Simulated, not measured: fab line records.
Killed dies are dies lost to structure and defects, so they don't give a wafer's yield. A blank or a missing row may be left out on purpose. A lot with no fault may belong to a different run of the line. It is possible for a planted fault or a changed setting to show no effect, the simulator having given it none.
Which of the tools did it? :: flow n5Finfet :: 10 lots, 29 wafers sampled, at 2 steps of a route of 1938

## WHAT THE GAUGES SHOWED, per wafer
N5_BEOL_M12_CD_MEAS_17: target cd 140 nm.
lot: L565
measured: day 11 12:05
on: cdSem-02
cdNm (nm): 133.7 132.9 132.4

lot: L566
measured: day 11 19:46
on: cdSem-01
cdNm (nm): 142.0 140.5 147.6

lot: L567
measured: day 11 22:04
on: cdSem-03
cdNm (nm): 142.8 142.7 140.9

lot: L574
measured: day 13 13:38
on: cdSem-03
cdNm (nm): 141.9 144.8 140.5

lot: L575
measured: day 13 14:49
on: cdSem-01
cdNm (nm): 138.1 135.0 137.2

lot: L576
measured: day 14 06:04
on: cdSem-02
cdNm (nm): 137.1 136.2 139.9

lot: L577
measured: day 15 02:01
on: cdSem-01
cdNm (nm): 136.8 135.8 137.0

lot: L582
measured: day 15 03:11
on: cdSem-03
cdNm (nm): 137.3 138.8 137.9

lot: L581
measured: day 15 07:05
on: cdSem-02
cdNm (nm): 146.4 140.1

lot: L587
measured: day 17 03:58
on: cdSem-01
cdNm (nm): 133.3 139.0 138.0

## WHICH TOOL RAN EACH LOT (tool, then ch and the chambers of the sampled wafers, then the start)
lot: L565
N5_BEOL_M12_ETCH_59: rieDiel-01 ch 0,1,3, day 11 11:38

lot: L566
N5_BEOL_M12_ETCH_59: rieDiel-06 ch 0,2, day 11 19:19

lot: L567
N5_BEOL_M12_ETCH_59: rieDiel-06 ch 0,2,3, day 11 21:37

lot: L574
N5_BEOL_M12_ETCH_59: rieDiel-06 ch 0,1,2, day 13 13:11

lot: L575
N5_BEOL_M12_ETCH_59: rieDiel-03 ch 0,1,3, day 13 14:21

lot: L576
N5_BEOL_M12_ETCH_59: rieDiel-01 ch 0,1, day 14 05:34

lot: L577
N5_BEOL_M12_ETCH_59: rieDiel-03 ch 1,3, day 15 01:34

lot: L582
N5_BEOL_M12_ETCH_59: rieDiel-06 ch 0,1,3, day 15 02:44

lot: L581
N5_BEOL_M12_ETCH_59: rieDiel-01 ch 0,2, day 15 06:37

lot: L587
N5_BEOL_M12_ETCH_59: rieDiel-01 ch 0,1,3, day 17 03:30
- N5_BEOL_M12_ETCH_59: etches BARC in N2/H2, target depth 89 nm, overetch 26.7 nm, time 67.9 s.

## WHAT THE TOOLS THEMSELVES READ (means of the sampled wafers that have a number; where no wafer has one, the mark that the record gives instead)
N5_BEOL_M12_ETCH_59.
lot: L565
tool: rieDiel-01
drypumpMotorCurrentA (A): 6.2
oesProductAu (a.u.): 0.62
rfVppV (V): 522.4
showerheadPlenumPTorr (Torr): 2.51
throttleValvePct (%): 18.02

lot: L566
tool: rieDiel-06
drypumpMotorCurrentA (A): 5.6
oesProductAu (a.u.): 0.63
rfVppV (V): 525.5
showerheadPlenumPTorr (Torr): 2.59
throttleValvePct (%): 17.79

lot: L567
tool: rieDiel-06
drypumpMotorCurrentA (A): 5.5
oesProductAu (a.u.): 0.66
rfVppV (V): 523.9
showerheadPlenumPTorr (Torr): 2.57
throttleValvePct (%): 17.82

lot: L574
tool: rieDiel-06
drypumpMotorCurrentA (A): 5.9
oesProductAu (a.u.): 0.67
rfVppV (V): 525.5
showerheadPlenumPTorr (Torr): 2.58
throttleValvePct (%): 17.86

lot: L575
tool: rieDiel-03
drypumpMotorCurrentA (A): 6.0
oesProductAu (a.u.): 0.64
rfVppV (V): 522.8
showerheadPlenumPTorr (Torr): 2.50
throttleValvePct (%): 17.88

lot: L576
tool: rieDiel-01
drypumpMotorCurrentA (A): 6.1
oesProductAu (a.u.): 0.60
rfVppV (V): 521.4
showerheadPlenumPTorr (Torr): 2.46
throttleValvePct (%): 17.85

lot: L577
tool: rieDiel-03
drypumpMotorCurrentA (A): 6.0
oesProductAu (a.u.): 0.67
rfVppV (V): 522.1
showerheadPlenumPTorr (Torr): 2.48
throttleValvePct (%): 17.71

lot: L582
tool: rieDiel-06
drypumpMotorCurrentA (A): 5.8
oesProductAu (a.u.): 0.68
rfVppV (V): 525.8
showerheadPlenumPTorr (Torr): 2.59
throttleValvePct (%): 17.85

lot: L581
tool: rieDiel-01
drypumpMotorCurrentA (A): 6.3
oesProductAu (a.u.): 0.66
rfVppV (V): 525.1
showerheadPlenumPTorr (Torr): 2.59
throttleValvePct (%): 18.03

lot: L587
tool: rieDiel-01
drypumpMotorCurrentA (A): 6.2
oesProductAu (a.u.): 0.65
rfVppV (V): 522.7
showerheadPlenumPTorr (Torr): 2.49
throttleValvePct (%): 17.92

## THE ANSWER, worked out from the rows above alone
Rule: the lots themselves supply what counts as usual. The widest of any qualifying gaps counts: lots, ordered by their means at a reading, are off when they make up no more than a third of the lots, leave a main group of 4 or more, and stand apart from it by 3 or more times the standard deviation of that group's means. A main group whose means are all the same, to the digits that the tables above print for the reading, isn't used. A lot without any number at a reading at which 4 lots or more have one is off too. All remaining lots with rows at the step are treated as sound. The gauges are gone through in route order, then the tools' own readings, and for those a lot's mean is taken as printed above. The first step at which some lot is off is used, and at that step the reading that is off furthest; a lot without a number counts as furthest.
No lot is off at any reading shown: from this, nothing can be told.

## WHAT THE SIMULATOR HAD PUT IN
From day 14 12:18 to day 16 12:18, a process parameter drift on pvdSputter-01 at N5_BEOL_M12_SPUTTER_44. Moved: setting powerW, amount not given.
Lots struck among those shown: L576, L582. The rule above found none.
